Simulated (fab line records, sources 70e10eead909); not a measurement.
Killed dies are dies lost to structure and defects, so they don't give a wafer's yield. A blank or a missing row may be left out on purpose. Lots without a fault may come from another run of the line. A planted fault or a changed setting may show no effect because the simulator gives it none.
fab line records | flow nand_harc
record lots=12 wafers=36 last_day=33
route steps=1302 shown A_SLIT@937 A_WL_FILL@954
lots that met no fault: from a run of the same line without faults
start_h: hours from the record's first day to the start of the lot's first wafer shown | wait_h: hours since the lot's step before | " the same as in the row above | L1.1+2: a row that stands for several wafers | - no value, or no start given | * or withheld: withheld | < > ~ a bound
route shown NAME@n: a module of which the file shows steps, and the number in the route of the first | usual: mean/standard deviation of fault-free wafers | same: alike in all rows | chamber/n: place in a boat | sites: the reading at each site | _std_site: their standard deviation | _edge_site: outer sites' mean less inner sites' | radius_mm: how far each site lies from the wafer's centre | mask NAME#n: copy n | behind: the tool/chamber that last shaped the wafer | hold: why the lot was held/for how many hours/how that ended | device: the transistor (n, p or np) that didn't switch | end of line: the same wafers' tests at the end of the route | a step without rows: its recipe alone | killed: dies lost to structure and defects at the first sort, not the wafer's yield | map: a wafer's dies, x killed, . not, _ none there
set.NAME: the setting as run; set.NAME@STEP: as run at that earlier step | model.NAME: the simulator's own value behind a step, which no gauge read
steps of the route over a sample of lots; a table a step, a row a wafer
services: from which hour (start_h, from the record's first day; less than 0 if before it) a tool's chamber was out of use, for how many hours, and why
## steps
# step NHARC_A_SLIT_ETCH_24
# recipe target_depth_a=1210 time_s=60.5 cf4_flow_sccm=100 chf3_flow_sccm=30 ar_flow_sccm=0 rf_w=500 bias_w=200 chemistry=CF4/CHF3
# usual cf4_flow_sccm=100.03/0.29 drypump_motor_current_A=5.6/0.38 mfc_ar_sccm=0.011/0.013 oes_product_au=0.964/0.015 rf_vpp_V=371.7/2.7 showerhead_plenum_p_Torr=1.61/0.075 throttle_valve_pct=16.804/0.0091
# same time_s=60.5
# columns lot.wafer tool chamber start_h wait_h cf4_flow_sccm drypump_motor_current_A mfc_ar_sccm oes_product_au rf_hours_counter_h rf_vpp_V showerhead_plenum_p_Torr throttle_valve_pct
L977.2 rie_diel-01 3 460.54 0.1 100.31 5.5 0.033 0.960 2.2 374.1 1.66 16.808
L977.3 " 0 " " 100.28 4.8 0 0.975 2.7 372.7 1.64 16.822
L977.6 " 3 " " 100.32 5.5 0.033 0.965 - 374.1 1.66 16.783
L976.1 rie_diel-12 1 461.39 0.1 100.16 5.5 0 0.959 0.3 374.1 1.68 16.805
L976.5 " 1 " " 100.24 5.5 0 0.962 - 373.9 1.68 16.790
L976.6 " 2 " " 100.07 5.7 0.008 0.955 - 371.9 1.57 16.801
L980.1 rie_diel-01 1 480.96 0.1 100.14 5.8 0.026 0.965 5.0 373.2 1.67 16.808
L980.4 " 1 " " 100.42 5.8 0.026 0.968 - 373.6 1.67 16.816
L980.5 " 3 " " 99.79 5.5 0.033 0.956 - 372.8 1.66 16.799
L982.2 rie_diel-12 1 494.71 0.1 100.07 5.5 0 0.969 2.5 373.5 1.68 16.808
L982.1 " 2 " " 100.61 5.8 0.008 0.953 2.5 370.4 1.57 16.806
L982.6 " 1 " " 100.22 5.5 0 0.973 - 375.9 1.68 16.805
L985.3 rie_diel-12 2 535.10 0.1 100.08 5.7 0.008 0.969 4.3 371.1 1.57 16.797
L985.4 " 3 " " 100.12 5.6 0 0.970 4.6 367.7 1.49 16.818
L985.5 " 2 " " 99.73 5.7 0.008 0.961 - 370.3 1.57 16.785
L987.4 rie_diel-05 0 551.63 0.1 99.81 6.1 0.002 0.958 6.2 368.4 1.51 16.794
L987.1 " 2 " " 100.21 5.6 0.010 0.971 6.8 369.7 1.55 16.821
L987.6 " 1 " " 99.59 6.5 0.026 0.972 - 374.6 1.67 16.812
L989.2 rie_diel-01 3 589.86 0.1 99.85 5.5 0.033 0.964 1.5 373.4 1.66 16.802
L989.4 " 1 " " 99.80 5.9 0.026 0.983 1.3 373.5 1.67 16.802
L989.5 " 0 " " 100.49 4.8 0 0.958 - 372.7 1.64 16.822
L990.1 rie_diel-01 3 591.90 0.1 100.24 5.4 0.033 0.935 2.0 372.8 1.66 16.799
L990.5 " 3 " " 100.20 5.5 0.033 0.936 - 372.5 1.66 16.800
L990.6 " 0 " " 99.72 4.8 0 0.904 - 372.9 1.64 16.801
L994.1 rie_diel-12 2 634.31 0.1 99.89 5.8 0.008 0.977 0.0 370.0 1.57 16.828
L994.4 " 0 " " 99.78 5.8 0 0.962 0.0 366.8 1.47 16.817
L994.2 " 1 " " 99.95 5.5 0 0.972 0.0 373.2 1.68 16.795
L993.1 rie_diel-01 0 637.40 0.1 99.60 4.8 0 0.967 4.3 374.0 1.64 16.806
L993.4 " 2 " " 99.76 5.3 0.019 0.961 4.8 374.1 1.67 16.804
L993.3 " 3 " " 99.94 5.4 0.033 0.983 5.1 373.3 1.66 16.804
L998.4 rie_diel-05 3 661.34 0.1 100.10 6.0 0 0.960 2.3 372.3 1.61 16.800
L998.5 " 2 " " 100.32 5.6 0.010 0.968 - 369.4 1.55 16.787
L998.6 " 3 " " 99.85 6.0 0 0.966 - 372.6 1.61 16.804
L997.3 rie_diel-12 0 661.65 0.1 99.91 5.8 0 0.950 1.7 366.0 1.47 16.803
L997.1 " 1 " " 100.29 5.5 0 0.944 1.7 373.4 1.68 16.800
L997.4 " 2 " " 100.28 5.7 0.008 0.947 1.4 372.4 1.57 16.806
# step NHARC_A_WL_FILL_ALD_02
# recipe target_thk_a=20 pulse_time_s=3 ald_cycles=100 temp_c=450 material=TiN
# usual heater_power_w=1022/120 precursor_pulse_height_rel=1.000/0.019
# same pulse_time_s=3
# columns lot.wafer tool chamber start_h wait_h heater_power_w precursor_pulse_height_rel
L977.3 ald_metal-03 2 473.90 0.2 1086 0.980
L977.2 " 0 " " 999 1.003
L977.6 " 0 " " 1015 0.985
L976.1 ald_metal-03 2 474.25 0.4 1127 1.000
L976.5 " 0 " " 993 0.981
L976.6 " 1 " " 825 0.986
L980.4 ald_metal-04 1 494.66 0.1 1178 1.026
L980.1 " 3 " " 1000 1.002
L980.5 " 1 " " 1224 1.006
L982.2 ald_metal-03 0 508.10 0.2 981 0.982
L982.1 " 3 " " 972 1.008
L982.6 " 0 " " 1016 0.990
L985.3 ald_metal-03 0 548.52 0.2 993 1.027
L985.4 " 1 " " 827 0.991
L985.5 " 0 " " 1003 0.994
L987.1 ald_metal-04 3 565.10 0.2 1020 1.011
L987.4 " 2 " " 1263 0.974
L987.6 " 3 " " 990 0.977
L990.1 ald_metal-03 3 605.89 0.2 958 1.029
L990.5 " 3 " " 979 0.996
L990.6 " 0 " " 1028 1.006
L989.4 ald_metal-04 1 606.07 0.1 1218 0.997
L989.2 " 0 " " 984 1.005
L989.5 " 1 " " 1235 1.015
L994.4 ald_metal-01 0 649.36 0.1 1142 0.988
L994.1 " 2 " " 1005 0.965
L994.2 " 3 " " 926 0.997
L993.4 ald_metal-03 3 654.12 0.1 962 1.019
L993.3 " 1 " " 851 0.976
L993.1 " 2 " " 1121 1.012
L997.3 ald_metal-03 1 674.77 0.1 849 1.014
L997.1 " 0 " " 1018 0.995
L997.4 " 1 " " 859 1.034
L998.4 ald_metal-01 2 674.89 0.2 989 1.004
L998.5 " 3 " " 922 0.995
L998.6 " 0 " " 1149 0.984
# step NHARC_A_WL_FILL_CVD_03
# recipe target_thk_a=400 temp_c=300 pressure_torr=40 wf6_flow_sccm=40 h2_flow_sccm=1600 ar_flow_sccm=1560 time_s=279 material=W
# usual chamber_pressure_Torr=40.01/0.089 heater_power_w=498/64 mfc_ar_sccm=1560/4.3 throttle_valve_pct=8.0/0.33
# same time_s=279
# columns lot.wafer tool chamber start_h wait_h chamber_pressure_Torr heater_power_w mfc_ar_sccm throttle_valve_pct
L977.2 cvd_w-02 0 474.48 0.2 40.06 447 1560 7.6
L977.3 " 1 " " 39.96 450 1556 8.5
L977.6 " 1 " " 40.08 452 1563 8.6
L976.1 cvd_w-01 1 474.71 0.1 40.04 517 1560 7.9
L976.6 " 0 " " 40.05 584 1557 7.5
L976.5 " 1 " " 40.14 522 1556 7.8
L980.1 cvd_w-01 0 495.14 0.1 39.90 598 1555 7.9
L980.4 " 0 " " 40.08 583 1555 7.4
L980.5 " 1 " " 40.02 525 1562 8.2
L982.1 cvd_w-01 0 508.54 0.1 39.96 584 1559 8.0
L982.2 " 1 " " 40.04 531 1564 8.0
L982.6 " 0 " " 40.10 607 1559 8.0
L985.4 cvd_w-02 0 549.02 0.2 40.08 455 1557 7.7
L985.3 " 1 " " 40.21 446 1556 8.5
L985.5 " 0 " " 40.12 444 1561 7.6
L987.1 cvd_w-01 0 565.62 0.1 40.09 611 1558 7.7
L987.4 " 0 " " 40.04 596 1565 7.6
L987.6 " 1 " " 39.91 506 1558 8.2
L990.1 cvd_w-02 1 606.32 0.1 40.02 461 1563 8.5
L990.6 " 1 " " 39.96 449 1555 8.6
L990.5 " 0 " " 39.91 450 1560 7.9
L989.2 cvd_w-02 0 606.63 0.2 39.95 448 1559 7.8
L989.4 " 1 " " 39.92 464 1561 8.5
L989.5 " 0 " " 39.91 461 1567 7.9
L994.1 cvd_w-02 1 649.80 0.1 40.17 441 1558 8.2
L994.2 " 0 " " 40.13 432 1552 7.8
L994.4 " 0 " " 40.04 444 1551 8.1
L993.1 cvd_w-02 1 654.67 0.2 39.89 458 1557 8.0
L993.3 " 1 " " 39.84 454 1553 8.1
L993.4 " 1 " " 39.98 459 1547 8.1
L998.4 cvd_w-02 1 675.31 0.2 39.98 457 1565 8.2
L998.6 " 1 " " 40.12 453 1559 8.3
L998.5 " 0 " " 39.89 439 1561 7.6
L997.1 cvd_w-01 1 675.53 0.3 39.98 513 1560 8.0
L997.4 " 0 " " 39.99 611 1556 7.9
L997.3 " 1 " " 39.95 521 1564 7.9
# step NHARC_A_WL_FILL_ETCHBACK_04
# recipe target_depth_a=600 time_s=120 chemistry=NF3
# usual drypump_motor_current_A=5.79/0.25 oes_product_au=1.003/0.0076 run_length_s=141.0/0.49
# columns lot.wafer tool chamber start_h wait_h drypump_motor_current_A oes_product_au rf_hours_counter_h run_length_s
L977.2 rie_metal-01 0 474.89 0.4 5.50 0.995 1.2 141.0
L977.3 " 0 " " 5.48 1.016 - 140.5
L977.6 " 1 " " 5.76 1.009 - 142.1
L976.1 rie_metal-02 0 475.03 0.3 6.00 1.015 0.1 140.7
L976.6 " 0 " " 6.03 1.011 - 140.9
L976.5 " 1 " " 5.54 1.008 - 140.5
L980.1 rie_metal-02 0 495.49 0.3 6.02 1.005 0.4 141.2
L980.4 " 1 " " 5.55 0.999 - 140.6
L980.5 " 0 " " 6.02 1.004 - 141.3
L982.2 rie_metal-02 1 508.91 0.3 5.53 0.997 0.7 140.6
L982.1 " 0 " " 5.97 1.002 0.7 141.1
L982.6 " 1 " " 5.56 0.995 - 140.2
L985.3 rie_metal-03 0 549.35 0.2 5.80 1.006 - 141.6
L985.4 " 1 " " 6.22 1.000 - 141.7
L985.5 " 0 " " 5.80 1.000 - 141.4
L987.1 rie_metal-01 1 566.03 0.4 5.81 1.003 2.7 141.7
L987.4 " 0 " " 5.52 1.001 - 140.8
L987.6 " 0 " " 5.50 0.995 - 141.0
L990.1 rie_metal-01 0 606.69 0.3 5.51 1.005 0.3 121.0
L990.6 " 0 " " 5.50 1.009 - 120.6
L990.5 " 1 " " 5.78 0.997 - 141.5
L989.2 rie_metal-02 1 607.00 0.3 5.52 1.011 2.7 140.2
L989.4 " 0 " " 5.96 1.006 - 141.3
L989.5 " 1 " " 5.52 0.994 - 140.2
L994.2 rie_metal-01 1 650.17 0.3 5.78 0.998 0.8 141.3
L994.1 " 0 " " 5.47 1.004 0.8 120.8
L994.4 " 0 " " 5.50 1.007 - 140.4
L993.1 rie_metal-02 0 655.37 0.6 6.01 1.020 0.2 140.8
L993.4 " 1 " " 5.54 1.004 - 140.3
L993.3 " 0 " " 6.01 1.011 - 141.5
L998.4 rie_metal-02 0 675.69 0.3 5.98 0.997 - 141.0
L998.5 " 1 " " 5.53 0.995 - 140.2
L998.6 " 0 " " 6.00 1.004 - 141.0
L997.1 rie_metal-03 0 675.89 0.3 5.79 1.013 2.5 141.4
L997.3 " 1 " " 6.23 1.015 - 141.7
L997.4 " 0 " " 5.78 1.007 - 141.2
## services
# columns tool chamber start_h hours kind
rie_diel-12 - 445.40 9.0 pm
cvd_w-02 - 450.00 13.0 pm
rie_metal-02 - 454.00 9.0 pm
ald_metal-03 3 472.36 19.2 repair
rie_diel-01 2 479.86 6.7 repair
rie_diel-12 0 481.56 6.2 repair
rie_diel-12 2 503.98 5.5 repair
ald_metal-03 0 511.56 2.6 repair
rie_diel-01 - 512.03 0.7 repair
ald_metal-03 - 521.87 0.5 repair
cvd_w-01 - 547.00 13.0 pm
rie_diel-01 - 557.80 9.0 pm
rie_diel-12 3 563.17 4.8 repair
ald_metal-03 - 568.00 10.0 pm
rie_metal-02 - 588.52 1.9 repair
rie_diel-12 1 609.82 7.2 repair
rie_diel-12 - 622.40 9.0 pm
cvd_w-02 0 624.32 3.1 repair
cvd_w-02 - 631.00 13.0 pm
rie_metal-02 - 631.00 9.0 pm
rie_diel-01 2 631.27 1.3 repair
rie_diel-12 3 641.17 2.4 repair
cvd_w-02 0 652.54 12.4 repair
ald_metal-03 2 673.66 8.9 repair
## key
first_sign step=NHARC_A_WL_FILL_ETCHBACK_04 reading=run_length_s direction=down sigmas=41 usual=* struck=*
effect none on later readings
met_at NHARC_A_WL_FILL_ETCHBACK_04
struck_lots L990,L994
struck_wafers L990.1,L990.6,L994.1
tester_left_out L990,L994
not_acting_at NHARC_A_SLIT_ETCH_24,NHARC_A_WL_FILL_ALD_02,NHARC_A_WL_FILL_CVD_03
onset_between 566.03 606.69
fault kind=process_parameter_drift tool=rie_metal-01 chamber=- onset_h=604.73 steps=NHARC_A_WL_FILL_ETCHBACK_04 channel=time_s offset=* shape=step end_h=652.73 scope=struck_wafers_only acts_in=* stated=*
# tester_left_out: of these lots the tester's yield and bins aren't shown, on N5 and GAA mostly nor the transistor test; their killed dies are dies lost to structure and defects alone, not to doping, threshold or leakage, so they don't give the yield
